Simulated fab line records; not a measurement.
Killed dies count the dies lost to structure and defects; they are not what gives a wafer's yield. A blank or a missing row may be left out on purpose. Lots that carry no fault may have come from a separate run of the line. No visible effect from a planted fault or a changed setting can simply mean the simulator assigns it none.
Split-lot experiment + flow n5Finfet + 21 wafers read across 7 lots, on a route 1938 steps long

THE SPLIT ITSELF
At N5_PASSIVATION_PECVD_01 (deposits SiNx from SiH4/NH3/N2, target thk 200 nm, time 43.2 s), the setting timeS was moved away from the recipe's 43.2 s on 9 of the 21 wafers read, by -13.8% to +12.6%. This setting was run at the recipe's value on the other wafers.

The reading is taken at the split's own step.

THE READING
SiNx_of_PASSIVATION_PECVD_01.thkNm (the simulator's own value, which no gauge read), in nm, at N5_PASSIVATION_PECVD_01 (deposits SiNx from SiH4/NH3/N2, target thk 200 nm, time 43.2 s). There is no usual value for it anywhere in the file. Here, 12 wafers ran the recipe; their average is 199.1 nm with a standard deviation of 2.6 nm.

| wafer  | tool, chamber at the split | timeS as run, s | against the recipe | SiNx_of_PASSIVATION_PECVD_01.thkNm, nm | against lot-mates on the recipe |
|--------|----------------------------|-----------------|--------------------|----------------------------------------|---------------------------------|
| L075.1 | pecvd-03, 2                | 46.06           | +6.6%              | 210.2                                  | +12.3                           |
| L075.2 | pecvd-03, 1                | 43.2            | recipe             | 196.6                                  | -                               |
| L075.3 | pecvd-03, 0                | 43.2            | recipe             | 199.2                                  | -                               |
| L076.1 | pecvd-02, 0                | 43.2            | recipe             | 198.6                                  | -                               |
| L076.4 | pecvd-02, 2                | 43.2            | recipe             | 202.4                                  | -                               |
| L076.5 | pecvd-02, 0                | 43.2            | recipe             | 202                                    | -                               |
| L085.1 | pecvd-03, 1                | 43.2            | recipe             | 199.8                                  | -                               |
| L085.3 | pecvd-03, 0                | 48.63           | +12.6%             | 225                                    | +25.2                           |
| L085.6 | pecvd-03, 0                | 48.63           | +12.6%             | 230.2                                  | +30.4                           |
| L087.1 | pecvd-02, 0                | 43.2            | recipe             | 195.6                                  | -                               |
| L087.2 | pecvd-02, 2                | 43.2            | recipe             | 198.8                                  | -                               |
| L087.3 | pecvd-02, 1                | 46.85           | +8.4%              | 211.4                                  | +14.2                           |
| L089.4 | pecvd-03, 1                | 43.2            | recipe             | 202.4                                  | -                               |
| L089.5 | pecvd-03, 0                | 37.25           | -13.8%             | 174.8                                  | -27.4                           |
| L089.6 | pecvd-03, 2                | 43.2            | recipe             | 202                                    | -                               |
| L090.1 | pecvd-01, 0                | 43.2            | recipe             | 196.6                                  | -                               |
| L090.2 | pecvd-01, 1                | 39.08           | -9.5%              | 180.4                                  | -16.2                           |
| L090.5 | pecvd-01, 0                | 39.08           | -9.5%              | 179.2                                  | -17.4                           |
| L091.3 | pecvd-02, 0                | 43.2            | recipe             | 194.8                                  | -                               |
| L091.4 | pecvd-02, 0                | 47.41           | +9.7%              | 217.6                                  | +22.8                           |
| L091.5 | pecvd-02, 1                | 47.41           | +9.7%              | 219.4                                  | +24.6                           |

FIT RESULTS
A straight line over all 21 wafers: SiNx_of_PASSIVATION_PECVD_01.thkNm changes by +1.99 nm for each +1% of timeS; r = +0.98; the points scatter about the line by 2.9 nm.
The same after taking each lot's own level away (the mean of its wafers on the recipe; 21 wafers): +2.06 nm for each +1%; r = +0.99; scatter 2.1 nm.
According to that fit, moving timeS by its largest amount changes the reading by 28 nm.
The span of the lots' own levels, 194.80 to 202.20 nm, comes to 2.8 times the standard deviation stated above.
The two slopes agree, so the slope changes little with the lot-to-lot level.
Check: for one of the wafers moved furthest among these (-13.8%), held out of the fit, the line's prediction against its lot-mates is -27.8 nm. Against them it came out at -27.4 nm.

FURTHER SPLITS ON THESE WAFERS
These wafers also went through other splits before the reading. Each is held against what the fit with the lots' levels taken away leaves over:
| other split on the same wafers    | wafers away from the commonest value | r with SiNx_of_PASSIVATION_PECVD_01.thkNm (lot level and that fit taken away) |
|-----------------------------------|--------------------------------------|-------------------------------------------------------------------------------|
| N5_BEOL_M14_ILD_DEP_00 tempC      | 10                                   | +0.37                                                                         |
| N5_BEOL_M14_PEB_08 pebTimeS       | 4                                    | -0.50                                                                         |
| N5_MIM_TOP_SPUTTER_03 powerW      | 5                                    | +0.16                                                                         |
| N5_MIM_TOP_LITHO_EXPOSE_05 doseMj | 6                                    | -0.04                                                                         |

THE FILE'S OWN FIT
SiNx_of_PASSIVATION_PECVD_01.thkNm changes by +2.03 nm for each +1% of timeS, r = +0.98.
